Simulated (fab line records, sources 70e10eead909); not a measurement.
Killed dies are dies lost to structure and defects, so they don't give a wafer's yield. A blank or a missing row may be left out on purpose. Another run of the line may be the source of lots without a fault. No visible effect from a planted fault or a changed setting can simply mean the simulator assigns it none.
fab line records	flow nand-harc
[record] lots = 7	wafers = 20	last-day = 25
route steps=1159 shown THIN_TSV@1107 END@1159
lots that met no fault: taken from a fault-free run of the same line
start-h: the number of hours between the record's first day and the start of the first shown wafer of the lot	wait-h: hours elapsed since this lot's preceding step	" identical to the entry in the row above	L1.1+2: a row that stands for several wafers	- no value, or no start given	* or withheld: withheld	< > ~ a bound
route shown NAME@n: names a module that has steps shown in the file, with the first one's number in the route	usual: the fault-free wafers' mean and standard deviation	same: alike in all rows	chamber/n: place in a boat	sites: each site's reading	_std_site: standard deviation of those values	_edge_site: outer sites' mean less inner sites'	radius-mm: for every site, how far away it sits from the centre of the wafer	mask NAME#n: copy n	behind: tool/chamber where the wafer was last shaped	hold: why the lot went on hold/how many hours it stayed there/how the hold came to an end	device: which transistor (n, p or np) failed to switch	end of line: the tests these same wafers got at the end of their route	a step given without rows: its recipe and nothing more	killed: count of dies lost to structure and defects at first sort (not the wafer's yield)	map: shows each die of a wafer: x if killed, . if not, _ if none is there
set.NAME: the setting the step ran with; set.NAME@STEP: the setting that earlier step ran with	model.NAME: the simulator's own value behind a step, which no gauge read
lots at selected steps of the route; one table per step, one row per wafer
services: a tool's chamber out of use, with start hour (start-h, from the record's first day; less than 0 if before it), hours out, and reason
[[steps]]
[step NHARC_THIN_TSV_DEP_43]
[recipe] target-thk-a = 13285	temp-c = withheld	pressure-torr = 6.5	rf-w = 900	teos-flow-sccm = 161.4	flow-sccm = 2650	target-thk-nm = 1328.5	gas = O2	material = SiO2
[usual] mfc-precursor-sccm = 161.4/0.53	throttle-valve-pct = 16.2/0.49
lot.wafer	tool	chamber	start-h	wait-h	mfc-precursor-sccm	throttle-valve-pct
L454.2	pecvd-03	0	500.61	-	160.8	16.5
L454.5	"	2	"	"	161.3	15.5
L454.6	"	1	"	"	160.4	16.8
L453.3	pecvd-03	1	502.07	-	160.9	16.5
L453.1	"	0	"	"	161.3	16.7
L453.5	"	2	"	"	161.5	15.8
L458.1	pecvd-01	2	502.97	-	160.7	16.2
L458.2	"	0	"	"	161.8	15.9
L458.6	"	2	"	"	161.2	16.3
L457.2	pecvd-03	1	504.18	-	160.3	16.5
L457.1	"	2	"	"	161.9	15.6
L459.3	pecvd-03	0	522.79	-	161.6	16.8
L459.2	"	1	"	"	160.5	16.6
L459.5	"	0	"	"	161.5	16.5
L465.3	pecvd-03	0	534.57	-	161.2	17.0
L465.2	"	2	"	"	161.1	15.7
L465.4	"	2	"	"	160.9	15.5
L469.1	pecvd-01	1	549.40	-	161.3	15.4
L469.3	"	2	"	"	161.1	16.4
L469.6	"	1	"	"	161.4	15.3
[step NHARC_THIN_TSV_DEHYDRATE_04]
[recipe] temp-c = 150	time-s = 120
[step NHARC_THIN_TSV_HMDS_05]
[recipe] time-s = 30
[step NHARC_THIN_TSV_COAT_06]
[recipe] spin-rpm = *
[step NHARC_THIN_TSV_SOFTBAKE_07]
[recipe] temp-c = 122	time-s = 95
[step NHARC_THIN_TSV_EBR_08]
[step NHARC_THIN_TSV_EXPOSE_09]
[recipe] na = 0.55	dose-mj = 30.7	mask-id = TSV
[step NHARC_THIN_TSV_PEB_10]
[recipe] peb-temp-c = 118	peb-time-s = 85
[step NHARC_THIN_TSV_DEVELOP_11]
[recipe] time-s = 70
[step NHARC_THIN_TSV_CD_MEAS_12]
[recipe] target-cd-nm = 1000	landing-energy-ev = 500
[usual] cd-nm = 1000.1/2.1
lot.wafer	tool	chamber	start-h	wait-h	cd-nm
L454.2	cd-sem-03	0	501.40	-	997.1
L454.5	"	0	"	"	998.6
L454.6	"	0	"	"	998.7
L453.1	cd-sem-03	0	502.92	-	997.1
L453.3	"	0	"	"	999.7
L453.5	"	0	"	"	998.1
L458.1	cd-sem-02	0	503.93	-	1001.3
L458.2	"	0	"	"	999.7
L458.6	"	0	"	"	997.4
L457.1	cd-sem-02	0	505.01	-	1000.7
L457.2	"	0	"	"	998.2
L459.2	cd-sem-02	0	523.45	-	997.6
L459.3	"	0	"	"	999.2
L459.5	"	0	"	"	1002.9
L465.2	cd-sem-01	0	535.28	-	999.8
L465.3	"	0	"	"	996.9
L465.4	"	0	"	"	994.7
L469.1	cd-sem-03	0	550.23	-	1001.1
L469.3	"	0	"	"	1004.3
L469.6	"	0	"	"	1000.7
[step NHARC_THIN_TSV_HARDBAKE_13]
[recipe] temp-c = 125	time-s = 80
[step NHARC_THIN_TSV_DESCUM_14]
[recipe] time-s = 3	o2-flow-sccm = 200	ar-flow-sccm = 0	bias-power-w = 0	chemistry = O2
[usual] chamber-pressure-mTorr = 60.00/0.056	drypump-motor-current-A = 5.9/0.41	oes-product-au = 0.999/0.01	rf-vpp-V = 57.8/0.92	showerhead-plenum-p-Torr = 1.94/0.095	throttle-valve-pct = 11.312/0.0096
[same] mfc-ar-sccm = 0
lot.wafer	tool	chamber	start-h	wait-h	chamber-pressure-mTorr	drypump-motor-current-A	oes-product-au	rf-hours-counter-h	rf-vpp-V	showerhead-plenum-p-Torr	throttle-valve-pct
L454.2	rie-diel-09	1	501.56	-	60.00	6.1	0.985	3	57.9	2.04	11.315
L454.5	"	0	"	"	60.04	6.2	1.013	-	57.7	2.01	11.307
L454.6	"	1	"	"	59.97	6.0	0.979	-	56.7	2.04	11.309
L453.3	rie-diel-09	3	503.09	-	59.95	6.0	0.998	4	59.0	1.94	11.322
L453.1	"	1	"	"	59.99	6.1	0.993	3	56.1	2.04	11.293
L453.5	"	2	"	"	60.02	5.3	0.987	-	60.0	1.80	11.313
L458.1	rie-diel-09	3	504.10	-	60.06	6.0	1.018	4	59.1	1.94	11.306
L458.2	"	1	"	"	59.90	6.1	0.991	4	56.9	2.04	11.320
L458.6	"	3	"	"	59.96	6.0	1.011	-	58.5	1.94	11.298
L457.1	rie-diel-10	3	505.18	-	60.02	5.8	1.007	10	56.6	1.83	11.311
L457.2	"	1	"	"	59.99	5.2	0.991	10	56.7	1.81	11.332
L459.2	rie-diel-09	0	523.60	-	59.96	6.2	1.017	7	57.9	2.01	11.312
L459.3	"	2	"	"	59.98	5.3	0.993	7	57.1	1.80	11.315
L459.5	"	2	"	"	60.01	5.2	1.001	-	57.0	1.80	11.323
L465.3	rie-diel-09	0	535.44	-	60.00	6.2	1.009	9	59.7	2.01	11.316
L465.4	"	2	"	"	60.07	5.3	0.999	8	56.2	1.80	11.323
L465.2	"	3	"	"	59.95	6.0	1.011	8	56.4	1.94	11.309
L469.3	rie-diel-09	0	550.40	-	59.94	6.2	1.003	10	58.9	2.01	11.313
L469.1	"	2	"	"	59.96	5.2	1.000	10	56.5	1.80	11.308
L469.6	"	3	"	"	60.02	6.0	1.009	-	57.7	1.94	11.326
[step NHARC_THIN_TSV_ETCH_44]
[recipe] target-depth-a = 15942	time-s = 797.1	cf4-flow-sccm = 150	o2-flow-sccm = 10	ar-flow-sccm = 0	rf-w = 300	bias-w = 800	chemistry = CF4/O2
[usual] bias-w = 800.2/2.4	cf4-flow-sccm = 150.0/0.4	chamber-pressure-mTorr = 30.002/0.028	drypump-motor-current-A = 5.9/0.4	mfc-ar-sccm = 0.001/0.0038	oes-product-au = 0.999/0.0092	rf-vpp-V = 796/5.3	showerhead-plenum-p-Torr = 1.85/0.085	throttle-valve-pct = 16.914/0.0095
lot.wafer	tool	chamber	start-h	wait-h	bias-w	cf4-flow-sccm	chamber-pressure-mTorr	drypump-motor-current-A	mfc-ar-sccm	oes-product-au	rf-hours-counter-h	rf-vpp-V	showerhead-plenum-p-Torr	throttle-valve-pct
L454.2	rie-diel-09	0	501.75	0.2	799.3	150.0	29.948	6.2	0	1.018	3	800	1.92	16.924
L454.5	"	2	"	"	799.6	149.4	30.032	5.3	0	1.003	-	788	1.73	16.917
L454.6	"	3	"	"	797.4	150.6	29.960	6.0	0	1.021	-	797	1.86	16.907
L453.1	rie-diel-09	0	503.17	0.1	-	-	-	-	-	-	-	-	-	-
L453.3	"	3	"	"	-	-	-	-	-	-	-	-	-	-
L453.5	"	1	"	"	-	-	-	-	-	-	-	-	-	-
L458.1	rie-diel-09	0	504.24	0.1	-	-	-	-	-	-	-	-	-	-
L458.2	"	1	"	"	-	-	-	-	-	-	-	-	-	-
L458.6	"	0	"	"	-	-	-	-	-	-	-	-	-	-
L457.1	rie-diel-10	0	505.37	0.2	-	-	-	-	-	-	-	-	-	-
L457.2	"	1	"	"	-	-	-	-	-	-	-	-	-	-
L459.2	rie-diel-09	0	523.71	0.1	807.0	150.2	30.010	6.2	0	1.008	7	799	1.92	16.915
L459.3	"	1	"	"	800.4	150.3	30.019	6.1	0	0.989	7	801	1.94	16.923
L459.5	"	1	"	"	798.4	149.9	29.960	6.1	0	0.996	-	802	1.94	16.916
L465.3	rie-diel-09	0	535.58	0.1	804.2	150.0	30.020	6.2	0	1.005	9	799	1.92	16.911
L465.2	"	1	"	"	801.3	150.1	29.981	6.1	0	0.990	8	803	1.94	16.898
L465.4	"	2	"	"	801.3	149.8	29.976	5.3	0	0.983	8	788	1.73	16.907
L469.3	rie-diel-09	0	550.48	0.1	800.5	149.9	30.041	6.2	0	1.004	10	800	1.92	16.903
L469.1	"	3	"	"	799.2	149.9	29.976	6.0	0	1.005	10	796	1.86	16.905
L469.6	"	1	"	"	798.5	150.3	30.001	6.1	0	0.990	-	800	1.94	16.905
[step NHARC_THIN_TSV_ETCH_15]
[recipe] target-depth-a = 30000	bosch-target-overetch-cycles = 2	bosch-etch-step-s = 2.8	bosch-dep-step-s = 1.2	bosch-cycles = 14
[usual] drypump-motor-current-A = 6.1/0.47
[same] bosch-cycles = 14	bosch-dep-step-s = 1.2
lot.wafer	tool	chamber	start-h	wait-h	drypump-motor-current-A	rf-hours-counter-h
L454.2	rie-si-06	0	502.25	-	5.3	1.1
L454.6	"	1	"	"	6.1	-
L454.5	"	2	"	"	5.6	-
L453.1	rie-si-04	0	503.77	0.5	6.5	0.5
L453.3	"	1	"	"	6.4	0.4
L453.5	"	3	"	"	6.5	-
L458.1	rie-si-03	1	504.78	0.5	5.4	1.6
L458.2	"	3	"	"	6.6	1.3
L458.6	"	0	"	"	6.4	-
L457.2	rie-si-06	2	505.83	0.3	5.6	1.1
L457.1	"	3	"	"	6.1	1.1
L459.3	rie-si-03	1	524.40	-	5.4	0.0
L459.2	"	2	"	"	5.9	0.0
L459.5	"	1	"	"	5.4	-
L465.2	rie-si-06	3	536.10	-	6.1	1.6
L465.3	"	0	"	"	5.3	1.5
L465.4	"	1	"	"	6.1	1.4
L469.3	rie-si-04	0	551.06	-	6.5	1.0
L469.1	"	1	"	"	6.4	0.8
L469.6	"	3	"	"	6.6	-
[step NHARC_END_SORT_01]
[recipe] temp-c = 25
[usual] defect-limited-yield = 95.6/1.6	killed-at-array = 26/11	killed-at-other = 0.4/0.78	killed-at-periphery = 3.4/2.4	killed-dies = 29/11	killed-open = 3.1/1.9	killed-short = 1.9/1.4	sort_bin_2_pct = 1.3/0.63	sort_bin_3_pct = 0.20/0.18	sort_bin_4_pct = 2.8/1.1	sort-n-pass = 648/11	sort-rim-yield-pct = 95/3.4	sort-yield-pct = 95.6/1.6
[same] gross-dies = 677	sort_bin_5_pct[%] = 0	sort_bin_6_pct[%] = 0	sort_bin_7_pct[%] = 0	sort_bin_8_pct[%] = 0	sort-rim-n-gross = 106.00
lot.wafer	tool	chamber	start-h	wait-h	defect-limited-yield[%]	killed-at-array	killed-at-other	killed-at-periphery	killed-dies	killed-open	killed-short	sort_bin_2_pct[%]	sort_bin_3_pct[%]	sort_bin_4_pct[%]	sort-n-pass	sort-rim-yield-pct[%]	sort-yield-pct[%]
L458.1	prober-01	0	536.59	2.5	0	23	653	1	677	5	4	97.3	0.44	2.2	0	0	0
L458.2	prober-01	0	537.39	2.8	0	25	651	1	677	4	1	97.5	0	2.5	0	0	0
L458.6	prober-01	0	540.61	4.0	0	17	659	1	677	5	1	97.9	0	2.1	0	0	0
L454.2	prober-02	0	537.51	2.8	96.2	23	0	3	26	3	1	1.5	0.44	1.9	651	98	96.2
L454.5	prober-02	0	539.94	3.8	95.0	33	0	1	34	4	2	1.0	0.44	3.5	643	98	95.0
L454.6	prober-02	0	540.76	4.1	97.0	18	0	2	20	1	2	0.7	0.15	2.1	657	92	97.0
L453.1	prober-02	0	544.60	2.5	0	21	654	2	677	1	1	97.5	0.30	2.2	0	0	0
L453.3	prober-02	0	546.21	3.1	0	13	662	2	677	3	3	98.4	0	1.6	0	0	0
L453.5	prober-02	0	547.82	3.7	0	15	660	2	677	2	1	98.2	0	1.8	0	0	0
L457.1	prober-01	0	552.26	2.5	0	25	650	2	677	3	2	97.3	0.15	2.5	0	0	0
L457.2	prober-01	0	553.06	2.8	0	29	647	1	677	4	2	97.2	0.15	2.7	0	0	0
L459.2	prober-02	0	568.78	2.8	95.4	20	3	8	31	4	3	0.9	0	3.7	646	95	95.4
L459.3	prober-02	0	569.59	3.1	95.3	19	1	12	32	2	1	1.6	0.30	2.8	645	92	95.3
L459.5	prober-02	0	571.22	3.8	96.0	21	0	6	27	10	2	1.3	0	2.7	650	95	96.0
L465.2	prober-01	0	592.09	2.8	97.0	19	0	1	20	3	3	1.2	0	1.8	657	99	97.0
L465.3	prober-01	0	592.89	3.1	97.5	13	0	4	17	4	0	0.7	0.15	1.6	660	92	97.5
L465.4	prober-01	0	593.69	3.4	97.3	16	0	2	18	3	4	0.9	0	1.8	659	98	97.3
L469.1	prober-01	0	599.04	2.5	97.0	20	0	0	20	5	2	0.9	0.15	1.9	657	96	97.0
L469.3	prober-01	0	600.63	3.1	96.9	15	0	6	21	7	2	1.0	0	2.1	656	95	96.9
L469.6	prober-01	0	603.02	4.0	97.2	16	0	3	19	5	3	0.7	0	2.1	658	94	97.2
// killed by level:class
L458.1 THIN_TSV:area-etch=653 A_SLIT:chamber-film-flake=8 A_CONTACT:chamber-film-flake=5 P_M0:geometric-particle:open=1 A_ONON_D1:geometric-particle:open=1 A_CHANNEL_FILL_D1:geometric-particle:open=1 A_CHANNEL_FILL_D1:geometric-particle:short=1 A_WL_FILL:geometric-particle:short=1
L458.2 THIN_TSV:area-etch=651 A_SLIT:chamber-film-flake=9 A_CONTACT:chamber-film-flake=7 A_CHANNEL_HOLE_D1:chamber-film-flake=4 A_CONTACT:geometric-particle:open=2 P_CONTACT:geometric-particle:open=1 A_SOURCE_PLATE:geometric-particle:short=1 A_STAIRCASE:geometric-particle:open=1
L454.2 A_SLIT:chamber-film-flake=12 A_CHANNEL_HOLE_D1:chamber-film-flake=7 A_STAIRCASE:chamber-film-flake=3 P_STI:geometric-particle:short=1 P_GATE:geometric-particle:open=1 P_CONTACT:geometric-particle:open=1 A_ONON_D1:geometric-particle:open=1
L454.5 A_CHANNEL_HOLE_D1:chamber-film-flake=12 A_SLIT:chamber-film-flake=9 A_WL_FILL:chamber-film-flake=3 A_CONTACT:geometric-particle:open=2 A_WL_FILL:geometric-particle:short=2 A_STAIRCASE:chamber-film-flake=2 A_CHANNEL_FILL_D1:geometric-particle:open=1 A_SGD_CUT:geometric-particle:open=1
L458.6 THIN_TSV:area-etch=658 A_SLIT:chamber-film-flake=5 A_CONTACT:geometric-particle:open=3 A_CHANNEL_HOLE_D1:chamber-film-flake=3 A_CONTACT:chamber-film-flake=3 A_STAIRCASE:chamber-film-flake=2 P_M0:geometric-particle:open=1 A_BLC:geometric-particle:open=1
L454.6 A_CHANNEL_HOLE_D1:chamber-film-flake=10 A_SLIT:chamber-film-flake=6 P_M2:geometric-particle:short=1 A_CHANNEL_FILL_D1:geometric-particle:short=1 A_CONTACT:geometric-particle:open=1 P_GATE:chamber-film-flake=1
L453.1 THIN_TSV:area-etch=654 A_STAIRCASE:chamber-film-flake=7 A_CONTACT:chamber-film-flake=7 A_CHANNEL_HOLE_D1:chamber-film-flake=5 P_STI:chamber-film-flake=2 A_SGD_CUT:geometric-particle:short=1 A_CONTACT:geometric-particle:open=1
L453.3 THIN_TSV:area-etch=662 A_STAIRCASE:chamber-film-flake=4 A_CONTACT:chamber-film-flake=3 A_CONTACT:geometric-particle:open=2 P_GATE:geometric-particle:open=1 A_CHANNEL_FILL_D1:geometric-particle:short=1 A_SGD_CUT:geometric-particle:short=1 A_CONTACT:geometric-particle:short=1
L453.5 THIN_TSV:area-etch=660 A_STAIRCASE:chamber-film-flake=7 A_CHANNEL_HOLE_D1:chamber-film-flake=3 P_GATE:geometric-particle:open=1 A_ONON_D1:geometric-particle:short=1 A_CONTACT:geometric-particle:open=1 P_STI:chamber-film-flake=1 A_ZERO_WELL:chamber-film-flake=1
L457.1 THIN_TSV:area-etch=650 A_CHANNEL_HOLE_D1:chamber-film-flake=13 A_STAIRCASE:chamber-film-flake=6 A_ONON_D1:geometric-particle:short=2 A_ONON_D1:geometric-particle:open=1 A_WL_FILL:geometric-particle:open=1 A_CONTACT:geometric-particle:open=1 P_ZERO_WELL:chamber-film-flake=1
L457.2 THIN_TSV:area-etch=647 A_CHANNEL_HOLE_D1:chamber-film-flake=20 A_STAIRCASE:chamber-film-flake=3 A_CONTACT:geometric-particle:open=2 P_M1:geometric-particle:open=1 A_CHANNEL_HOLE_D1:geometric-particle:open=1 A_CHANNEL_FILL_D1:geometric-particle:short=1 A_WL_FILL:geometric-particle:short=1
L459.2 A_STAIRCASE:chamber-film-flake=9 A_CHANNEL_HOLE_D1:chamber-film-flake=4 A_WL_FILL:chamber-film-flake=3 P_ZERO_WELL:chamber-film-flake=2 THIN_TSV:chamber-film-flake=2 P_M0:chamber-film-flake=2 P_GATE:geometric-particle:open=1 P_M0:geometric-particle:open=1
L459.3 P_ZERO_WELL:chamber-film-flake=5 A_STAIRCASE:chamber-film-flake=5 A_CHANNEL_HOLE_D1:chamber-film-flake=4 A_CONTACT:chamber-film-flake=4 P_STI:chamber-film-flake=3 P_M1:chamber-film-flake=2 A_SLIT:chamber-film-flake=2 A_WL_FILL:chamber-film-flake=2
L459.5 A_STAIRCASE:chamber-film-flake=5 A_CONTACT:geometric-particle:open=3 A_CHANNEL_HOLE_D1:chamber-film-flake=3 A_CHANNEL_FILL_D1:geometric-particle:open=2 A_CONTACT:chamber-film-flake=2 P_CONTACT:geometric-particle:open=1 P_M1:geometric-particle:open=1 A_STAIRCASE:geometric-particle:open=1
L465.2 A_CONTACT:chamber-film-flake=8 A_CHANNEL_HOLE_D1:chamber-film-flake=5 P_M0:geometric-particle:open=1 A_ONON_D1:geometric-particle:open=1 A_CHANNEL_HOLE_D1:geometric-particle:short=1 A_WL_FILL:geometric-particle:short=1 A_CONTACT:geometric-particle:open=1 A_CONTACT:geometric-particle:short=1
L465.3 A_CHANNEL_HOLE_D1:chamber-film-flake=5 A_CONTACT:chamber-film-flake=5 P_GATE:geometric-particle:open=2 A_CHANNEL_HOLE_D1:geometric-particle:open=1 A_CHANNEL_FILL_D1:geometric-particle:open=1 P_STI:chamber-film-flake=1 P_M2:chamber-film-flake=1 A_SLIT:chamber-film-flake=1
L465.4 A_BLC:chamber-film-flake=4 A_CHANNEL_HOLE_D1:geometric-particle:short=2 A_CHANNEL_FILL_D1:geometric-particle:open=2 A_STAIRCASE:chamber-film-flake=2 A_CONTACT:chamber-film-flake=2 P_GATE:geometric-particle:open=1 A_WL_FILL:geometric-particle:short=1 A_CONTACT:geometric-particle:short=1
L469.1 A_CHANNEL_HOLE_D1:chamber-film-flake=7 A_CONTACT:geometric-particle:open=3 A_STAIRCASE:chamber-film-flake=3 A_CHANNEL_FILL_D1:geometric-particle:open=1 A_WL_FILL:geometric-particle:short=1 A_CONTACT:geometric-particle:short=1 A_M0:geometric-particle:open=1 A_ZERO_WELL:chamber-film-flake=1
L469.3 A_CHANNEL_HOLE_D1:chamber-film-flake=6 A_M1:chamber-film-flake=4 P_GATE:geometric-particle:open=2 P_CONTACT:geometric-particle:open=2 P_BONDPAD:geometric-particle:open=1 A_ONON_D1:geometric-particle:short=1 A_CHANNEL_HOLE_D1:geometric-particle:open=1 A_CHANNEL_FILL_D1:geometric-particle:short=1
L469.6 A_CHANNEL_HOLE_D1:chamber-film-flake=4 A_M1:chamber-film-flake=3 A_CHANNEL_FILL_D1:geometric-particle:open=2 A_CONTACT:geometric-particle:open=2 P_GATE:geometric-particle:short=1 P_CONTACT:geometric-particle:open=1 A_STAIRCASE:geometric-particle:short=1 A_WL_FILL:geometric-particle:short=1
// map L453.1 (x killed, . not)
____________x____________
_________xxxxxxx_________
_______xxxxxxxxxxx_______
______xxxxxxxxxxxxx______
_____xxxxxxxxxxxxxxx_____
____xxxxxxxxxxxxxxxxx____
____xxxxxxxxxxxxxxxxx____
___xxxxxxxxxxxxxxxxxxx___
___xxxxxxxxxxxxxxxxxxx___
__xxxxxxxxxxxxxxxxxxxxx__
__xxxxxxxxxxxxxxxxxxxxx__
_xxxxxxxxxxxxxxxxxxxxxxx_
_xxxxxxxxxxxxxxxxxxxxxxx_
_xxxxxxxxxxxxxxxxxxxxxxx_
_xxxxxxxxxxxxxxxxxxxxxxx_
_xxxxxxxxxxxxxxxxxxxxxxx_
xxxxxxxxxxxxxxxxxxxxxxxxx
xxxxxxxxxxxxxxxxxxxxxxxxx
xxxxxxxxxxxxxxxxxxxxxxxxx
xxxxxxxxxxxxxxxxxxxxxxxxx
xxxxxxxxxxxxxxxxxxxxxxxxx
_xxxxxxxxxxxxxxxxxxxxxxx_
_xxxxxxxxxxxxxxxxxxxxxxx_
_xxxxxxxxxxxxxxxxxxxxxxx_
_xxxxxxxxxxxxxxxxxxxxxxx_
_xxxxxxxxxxxxxxxxxxxxxxx_
__xxxxxxxxxxxxxxxxxxxxx__
__xxxxxxxxxxxxxxxxxxxxx__
___xxxxxxxxxxxxxxxxxxx___
___xxxxxxxxxxxxxxxxxxx___
____xxxxxxxxxxxxxxxxx____
____xxxxxxxxxxxxxxxxx____
_____xxxxxxxxxxxxxxx_____
______xxxxxxxxxxxxx______
_______xxxxxxxxxxx_______
_________xxxxxxx_________
____________x____________
// map L457.1 (x killed, . not)
____________x____________
_________xxxxxxx_________
_______xxxxxxxxxxx_______
______xxxxxxxxxxxxx______
_____xxxxxxxxxxxxxxx_____
____xxxxxxxxxxxxxxxxx____
____xxxxxxxxxxxxxxxxx____
___xxxxxxxxxxxxxxxxxxx___
___xxxxxxxxxxxxxxxxxxx___
__xxxxxxxxxxxxxxxxxxxxx__
__xxxxxxxxxxxxxxxxxxxxx__
_xxxxxxxxxxxxxxxxxxxxxxx_
_xxxxxxxxxxxxxxxxxxxxxxx_
_xxxxxxxxxxxxxxxxxxxxxxx_
_xxxxxxxxxxxxxxxxxxxxxxx_
_xxxxxxxxxxxxxxxxxxxxxxx_
xxxxxxxxxxxxxxxxxxxxxxxxx
xxxxxxxxxxxxxxxxxxxxxxxxx
xxxxxxxxxxxxxxxxxxxxxxxxx
xxxxxxxxxxxxxxxxxxxxxxxxx
xxxxxxxxxxxxxxxxxxxxxxxxx
_xxxxxxxxxxxxxxxxxxxxxxx_
_xxxxxxxxxxxxxxxxxxxxxxx_
_xxxxxxxxxxxxxxxxxxxxxxx_
_xxxxxxxxxxxxxxxxxxxxxxx_
_xxxxxxxxxxxxxxxxxxxxxxx_
__xxxxxxxxxxxxxxxxxxxxx__
__xxxxxxxxxxxxxxxxxxxxx__
___xxxxxxxxxxxxxxxxxxx___
___xxxxxxxxxxxxxxxxxxx___
____xxxxxxxxxxxxxxxxx____
____xxxxxxxxxxxxxxxxx____
_____xxxxxxxxxxxxxxx_____
______xxxxxxxxxxxxx______
_______xxxxxxxxxxx_______
_________xxxxxxx_________
____________x____________
[[services]]
tool	chamber	start-h	hours	kind
pecvd-03	0	486.18	-	clean
rie-diel-09	0	489.10	-	clean
rie-diel-09	1	489.10	-	clean
rie-diel-09	2	489.10	-	clean
rie-diel-09	3	489.10	-	clean
pecvd-01	1	501.68	5.0	repair
rie-si-03	-	509.00	9.0	pm
pecvd-03	-	510.36	1.3	repair
rie-diel-09	0	513.60	-	clean
rie-diel-09	1	513.60	-	clean
rie-diel-09	2	513.60	-	clean
rie-diel-09	3	513.60	-	clean
pecvd-01	0	522.17	5.7	repair
rie-diel-09	3	523.29	4.3	repair
pecvd-03	0	523.88	7.3	repair
rie-si-03	2	527.13	5.0	repair
rie-diel-10	-	530.79	9.0	pm
rie-si-06	-	537.00	9.0	pm
rie-diel-09	0	538.30	-	clean
rie-diel-09	1	538.30	-	clean
rie-diel-09	2	538.30	-	clean
rie-diel-09	3	538.30	-	clean
rie-diel-10	3	539.98	20.8	repair
rie-diel-10	-	546.09	0.3	repair
[[key]]
[first-sign] step = NHARC_THIN_TSV_ETCH_44	reading = tool-record	direction = missing
[effect] step = NHARC_END_SORT_01	reading = killed-at-other	direction = up	sigmas = 99+	usual = 0.4	struck = 654.5
[more-kills-born-at] NHARC_THIN_TSV_ETCH_44@rie-diel-09 = 3938	NHARC_THIN_TSV_ETCH_44@rie-diel-10 = 1297
met-at NHARC_THIN_TSV_ETCH_44
struck-wafers L453.1,L453.3,L453.5,L457.1,L457.2,L458.1,L458.2,L458.6
later-rows-left-out L453.1,L453.3,L453.5,L457.1,L457.2,L458.1,L458.2,L458.6
onset-between 501.75 503.17
[fault] kind = skipped-step-whole	tool = rie-diel-09,rie-diel-10	chamber = -	onset-h = 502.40	steps = NHARC_THIN_TSV_ETCH_44	scope = struck-lots-only
// later-rows-left-out: the simulator's readings of these wafers behind a module that went badly wrong aren't trusted and aren't shown, but for the sort
